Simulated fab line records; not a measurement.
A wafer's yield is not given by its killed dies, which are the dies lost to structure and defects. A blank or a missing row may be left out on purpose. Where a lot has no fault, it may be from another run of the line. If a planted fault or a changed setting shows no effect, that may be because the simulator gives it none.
Chamber matching / flow n5Finfet / N5_BEOL_M5_ETCH_75 on rieDiel-02 has 4 sister chambers
The step etches underlayer in N2/H2, target depth 6.5 nm, time 5.2 s. 4 wafers are shown with their chamber, then 8 later ones without.

## EACH WAFER AND ITS CHAMBER
wafer=L081.5; chamber=3; drypumpMotorCurrentA (A)=5.33
wafer=L087.5; chamber=0; drypumpMotorCurrentA (A)=5.14
wafer=L087.6; chamber=1; drypumpMotorCurrentA (A)=5.68
wafer=L090.3; chamber=2; drypumpMotorCurrentA (A)=5.88

## WAFERS WITH NO CHAMBER GIVEN
wafer=L090.5; drypumpMotorCurrentA (A)=5.12
wafer=L090.6; drypumpMotorCurrentA (A)=5.32
wafer=L092.2; drypumpMotorCurrentA (A)=5.10
wafer=L092.4; drypumpMotorCurrentA (A)=5.34
wafer=L092.6; drypumpMotorCurrentA (A)=5.11
wafer=L097.1; drypumpMotorCurrentA (A)=5.83
wafer=L097.2; drypumpMotorCurrentA (A)=5.66
wafer=L097.3; drypumpMotorCurrentA (A)=5.34

## CHAMBER TAKEN BY EACH
wafer=L090.5; from the rows above=0; in truth=0
wafer=L090.6; from the rows above=3; in truth=3
wafer=L092.2; from the rows above=0; in truth=0
wafer=L092.4; from the rows above=3; in truth=3
wafer=L092.6; from the rows above=0; in truth=0
wafer=L097.1; from the rows above=2; in truth=2
wafer=L097.2; from the rows above=1; in truth=1
wafer=L097.3; from the rows above=3; in truth=3
Placed correctly: 8 of 8. Left unplaced by these rows: 0. Number placed wrongly: 0.
How it was worked out, from the rows above alone: a wafer's distance from a chamber is the root of the sum, over the readings, of the square of ((its reading less the chamber's mean) divided by the reading's scatter). The wafer belongs to the nearest chamber; if the next one is less than 2 further off, it can't be placed. Each chamber's mean is taken over the wafers shown for it. The scatter (one wafer shown for each chamber): square how far every hidden wafer sits from the nearest shown wafer, average those squares and take the square root.
